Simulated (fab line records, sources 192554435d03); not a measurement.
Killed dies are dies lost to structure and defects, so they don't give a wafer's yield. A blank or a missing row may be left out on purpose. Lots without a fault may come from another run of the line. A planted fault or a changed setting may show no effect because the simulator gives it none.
Chamber matching | flow n5_finfet | N5_SDB_ALD_29 on ald_sin-03: 4 sister chambers
The step deposits SiNx, target thk 30 nm, pulse time 1 s, ald cycles 600. 4 wafers are shown with their chamber, then 9 later ones without.

WAFERS WITH THEIR CHAMBER
wafer  | chamber | heater_power_w (W)
L078.1 | 1       | 803
L086.2 | 0       | 928
L087.5 | 3       | 690
L087.6 | 2       | 653

WAFERS WITHOUT THEIR CHAMBER
wafer  | heater_power_w (W)
L089.2 | 938
L089.3 | 801
L089.6 | 938
L094.2 | 659
L094.3 | 935
L094.4 | 803
L095.1 | 820
L095.3 | 710
L095.4 | 915

WHICH CHAMBER EACH WENT THROUGH
wafer  | from the rows above | in truth
L089.2 | 0                   | 0
L089.3 | 1                   | 1
L089.6 | 0                   | 0
L094.2 | 2                   | 2
L094.3 | 0                   | 0
L094.4 | 1                   | 1
L095.1 | 1                   | 1
L095.3 | 3                   | 3
L095.4 | 0                   | 0
Placed correctly: 9 of 9. Can't be placed from these rows: 0. Placed wrongly: 0.
How it was worked out, from the rows above alone: a wafer's distance from a chamber is the root of the sum, over the readings, of the square of ((its reading less the chamber's mean) divided by the reading's scatter). The wafer belongs to the nearest chamber; if the next one is less than 2 further off, it can't be placed. A chamber's mean is the mean of its shown wafers. The scatter: with one shown wafer a chamber, the root of the mean of the squares of how far each hidden wafer lies from its nearest shown one.
